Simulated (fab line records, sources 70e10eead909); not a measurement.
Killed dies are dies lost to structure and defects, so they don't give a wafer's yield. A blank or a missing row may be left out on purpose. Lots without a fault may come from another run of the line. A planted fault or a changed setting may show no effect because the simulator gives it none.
Which tool did it? | flow nand_harc | 11 lots, 33 wafers sampled, at 5 steps of a route of 1302

WHAT THE GAUGES READ, wafer by wafer
NHARC_END_SORT_01. Usual: killed_at_array 57, standard deviation 19; killed_at_other 0.9, standard deviation 1.1; killed_at_periphery 4.0, standard deviation 2.6; killed_dies 62, standard deviation 19; killed_open 3.3, standard deviation 1.8; killed_short 2.4, standard deviation 1.7.
lot  | measured     | on        | killed_at_array | killed_at_other | killed_at_periphery | killed_dies | killed_open | killed_short | flag
L841 | day 25 23:07 | prober-01 | 64 58 46        | 0 2 0           | 6 5 5               | 70 65 51    | 5 1 3       | 1 7 4        |
L852 | day 30 14:55 | prober-02 | 83 79 673       | 1 1 0           | 2 1 4               | 86 81 677   | 2 2 7       | 4 1 2        | OFF
L851 | day 30 18:28 | prober-01 | 669 20 22       | 3 2 5           | 5 2 1               | 677 24 28   | 5 5 1       | 0 2 1        | OFF
L853 | day 31 03:48 | prober-01 | 671 44 47       | 1 2 4           | 5 6 5               | 677 52 56   | 2 5 5       | 2 3 2        | OFF
L859 | day 34 06:13 | prober-01 | 69 69 50        | 0 0 0           | 10 7 3              | 79 76 53    | 2 5 4       | 3 1 1        |

WHICH TOOL RAN EACH LOT (tool, then ch and the chambers of the sampled wafers, then the start)
lot  | NHARC_A_CONTACT_ETCH_49                       | NHARC_A_CONTACT_ETCH_51            | NHARC_A_CONTACT_ETCH_118             | NHARC_A_CONTACT_ETCH_122
L837 | rie_diel-13 ch 1,2,3, day 21 07:12 or earlier | rie_diel-13 ch 0,2,3, day 21 07:12 | har_cap_etch-01 ch 0,1, day 21 09:30 | har_cap_etch-01 ch 0,1, day 21 10:11
L838 | rie_diel-13 ch 0,1,2, day 22 08:37 or earlier | rie_diel-13 ch 1,2, day 22 08:37   | har_cap_etch-03 ch 0,1, day 22 11:01 | har_cap_etch-03 ch 0,1, day 22 11:43
L841 | rie_diel-08 ch 1,3, day 22 23:19 or earlier   | rie_diel-08 ch 0,1,2, day 22 23:19 | har_cap_etch-01 ch 0,1, day 23 01:30 | har_cap_etch-01 ch 0,1, day 23 02:11
L843 | rie_diel-13 ch 1,2,3, day 23 19:40 or earlier | rie_diel-13 ch 2,3, day 23 19:40   | har_cap_etch-03 ch 0,1, day 23 22:04 | har_cap_etch-03 ch 0,1, day 23 22:44
L852 | rie_diel-13 ch 1,2, day 27 11:10 or earlier   | rie_diel-13 ch 0,2,3, day 27 11:10 | har_cap_etch-03 ch 1, day 27 14:02   | har_cap_etch-03 ch 1, day 27 14:57
L851 | rie_diel-13 ch 0,1,2, day 27 12:13 or earlier | rie_diel-13 ch 0,2, day 27 12:13   | har_cap_etch-02 ch 0,1, day 27 14:32 | har_cap_etch-02 ch 0,1, day 27 15:13
L853 | rie_diel-13 ch 0,1,3, day 27 21:06 or earlier | rie_diel-13 ch 0,2, day 27 21:06   | har_cap_etch-03 ch 0,1, day 28 00:01 | har_cap_etch-03 ch 0,1, day 28 00:56
L857 | rie_diel-08 ch 0,1, day 29 14:20 or earlier   | rie_diel-08 ch 0,1,3, day 29 14:20 | har_cap_etch-03 ch 0,1, day 29 17:02 | har_cap_etch-03 ch 0,1, day 29 17:43
L858 | rie_diel-13 ch 1,2,3, day 30 00:09 or earlier | rie_diel-04 ch 0,1,3, day 30 00:09 | har_cap_etch-01 ch 0,1, day 30 02:35 | har_cap_etch-01 ch 0,1, day 30 03:16
L859 | rie_diel-13 ch 0,1,3, day 31 01:40 or earlier | rie_diel-13 ch 1,2,3, day 31 01:40 | har_cap_etch-03 ch 0,1, day 31 03:46 | har_cap_etch-03 ch 0,1, day 31 04:27
L860 | rie_diel-08 ch 0,1,3, day 31 01:27 or earlier | rie_diel-08 ch 0,2, day 31 01:27   | har_cap_etch-02 ch 0,1, day 31 04:23 | har_cap_etch-02 ch 0,1, day 31 05:17
- NHARC_A_CONTACT_ETCH_49: etches the open film in N2/H2, target depth 260 nm, time 475.3 s.
- NHARC_A_CONTACT_ETCH_51: etches the open film in O2/COS, target depth 7000 nm, time 1820 s.
- NHARC_A_CONTACT_ETCH_118: etches the open film in C4F8/O2/Ar, time 190 s, target depth 1850 nm.
- NHARC_A_CONTACT_ETCH_122: etches the open film in C4F8/O2/Ar, time 190 s, target depth 1850 nm.

WHAT THE TOOLS THEMSELVES READ (means of the sampled wafers that have a number; where no wafer has one, the mark that the record gives instead)
NHARC_A_CONTACT_ETCH_49. Usual: drypump_motor_current_A 5.7 A, standard deviation 0.46; n2_flow_sccm 150.1 sccm, standard deviation 0.46; oes_product_au 0.998 a.u., standard deviation 0.011; rf_vpp_V 431.2 V, standard deviation 2.2; run_length_s 496.7 s, standard deviation 0.53; showerhead_plenum_p_Torr 2.06 Torr, standard deviation 0.075; throttle_valve_pct 14.171 %, standard deviation 0.0094.
lot  | tool        | drypump_motor_current_A (A) | n2_flow_sccm (sccm) | oes_product_au (a.u.) | rf_vpp_V (V) | run_length_s (s) | showerhead_plenum_p_Torr (Torr) | throttle_valve_pct (%) | flag
L837 | rie_diel-13 | 5.4                         | 150.2               | 0.989                 | 430.2        | 496.6            | 2.05                            | 14.174                 |
L838 | rie_diel-13 | 5.7                         | 150.5               | 0.990                 | 430.0        | 497.0            | 2.02                            | 14.169                 |
L841 | rie_diel-08 | 5.9                         | 150.2               | 1.006                 | 434.9        | 496.4            | 2.18                            | 14.164                 |
L843 | rie_diel-13 | 5.5                         | 149.9               | 0.986                 | 430.2        | 497.0            | 2.05                            | 14.170                 |
L852 | rie_diel-13 | 5.3                         | 149.7               | 1.000                 | 429.5        | 497.0            | 2.00                            | 14.177                 |
L851 | rie_diel-13 | 5.7                         | 150.3               | 0.993                 | 429.3        | 497.3            | 2.02                            | 14.164                 |
L853 | rie_diel-13 | 5.9                         | 150.2               | 0.991                 | 431.7        | 496.9            | 2.07                            | 14.167                 |
L857 | rie_diel-08 | 6.0                         | 150.0               | 1.001                 | 433.0        | 496.6            | 2.12                            | 14.166                 |
L858 | rie_diel-13 | 5.4                         | 150.1               | 1.006                 | 430.4        | 496.8            | 2.04                            | 14.175                 |
L859 | rie_diel-13 | 5.8                         | 150.0               | 1.007                 | 432.0        | 497.0            | 2.07                            | 14.167                 |
L860 | rie_diel-08 | 6.0                         | 149.9               | 0.997                 | 432.9        | 496.7            | 2.12                            | 14.176                 |

NHARC_A_CONTACT_ETCH_51. Usual: drypump_motor_current_A 5.7 A, standard deviation 0.48; oes_product_au 0.998 a.u., standard deviation 0.011; rf_vpp_V 314.6 V, standard deviation 1.8; run_length_s 1841.4 s, standard deviation 0.55; showerhead_plenum_p_Torr 3.15 Torr, standard deviation 0.11; throttle_valve_pct 28.330 %, standard deviation 0.0086.
lot  | tool        | drypump_motor_current_A (A) | oes_product_au (a.u.) | rf_vpp_V (V) | run_length_s (s) | showerhead_plenum_p_Torr (Torr) | throttle_valve_pct (%) | flag
L837 | rie_diel-13 | 5.4                         | 0.994                 | 314.3        | 1841.4           | 3.16                            | 28.329                 |
L838 | rie_diel-13 | 5.7                         | 0.981                 | 313.9        | 1842.1           | 3.09                            | 28.334                 |
L841 | rie_diel-08 | 5.9                         | 0.996                 | 315.3        | 1841.4           | 3.19                            | 28.330                 |
L843 | rie_diel-13 | 5.2                         | 0.985                 | 314.4        | 1841.0           | 3.19                            | 28.331                 |
L852 | rie_diel-13 | 5.4                         | 0.997                 | 314.1        | 1642.3           | 3.14                            | 28.323                 | OFF
L851 | rie_diel-13 | 5.3                         | 0.996                 | 314.1        | 1642.3           | 3.07                            | 28.327                 | OFF
L853 | rie_diel-13 | 5.3                         | 1.010                 | 313.4        | 1642.3           | 3.07                            | 28.318                 | OFF
L857 | rie_diel-08 | 6.0                         | 1.004                 | 316.5        | 1841.5           | 3.24                            | 28.331                 |
L858 | rie_diel-04 | 6.1                         | 1.008                 | 315.4        | 1841.3           | 3.15                            | 28.333                 |
L859 | rie_diel-13 | 5.4                         | 0.998                 | 314.1        | 1841.6           | 3.13                            | 28.328                 |
L860 | rie_diel-08 | 5.8                         | 0.999                 | 314.5        | 1841.3           | 3.10                            | 28.333                 |

THE ANSWER, worked out from the rows above alone
Rule: a lot is off if the mean of its wafers that have a number lies more than 3 standard deviations from the usual mean. A lot without any number at a reading at which 4 lots or more have one is off too. The other lots that the step has rows for count as sound. The gauges are gone through in route order, then the tools' own readings, and for those a lot's mean is taken as printed above. The first step at which some lot is off is used, and at that step the reading that is off furthest; a lot without a number counts as furthest.
Off: L852, L851, L853, at NHARC_END_SORT_01 (killed_at_array). Neither off nor sound, because the step has no rows for them: L837, L838, L843, L857, L858, L860.
A tool fits if, at a process step before that reading, it ran every lot that is off, and no sound lot after the first of them. The gauges at NHARC_END_SORT_01 aren't tried: what is off there is off at NHARC_A_CONTACT_ETCH_51 too, on other tools, and a gauge's error can't cause that. NHARC_A_CONTACT_ETCH_49 gives no start for some lots, so the hours and the order of its lots are those of NHARC_A_CONTACT_ETCH_51. None of those tried fits.

WHAT THE SIMULATOR HAD PUT IN
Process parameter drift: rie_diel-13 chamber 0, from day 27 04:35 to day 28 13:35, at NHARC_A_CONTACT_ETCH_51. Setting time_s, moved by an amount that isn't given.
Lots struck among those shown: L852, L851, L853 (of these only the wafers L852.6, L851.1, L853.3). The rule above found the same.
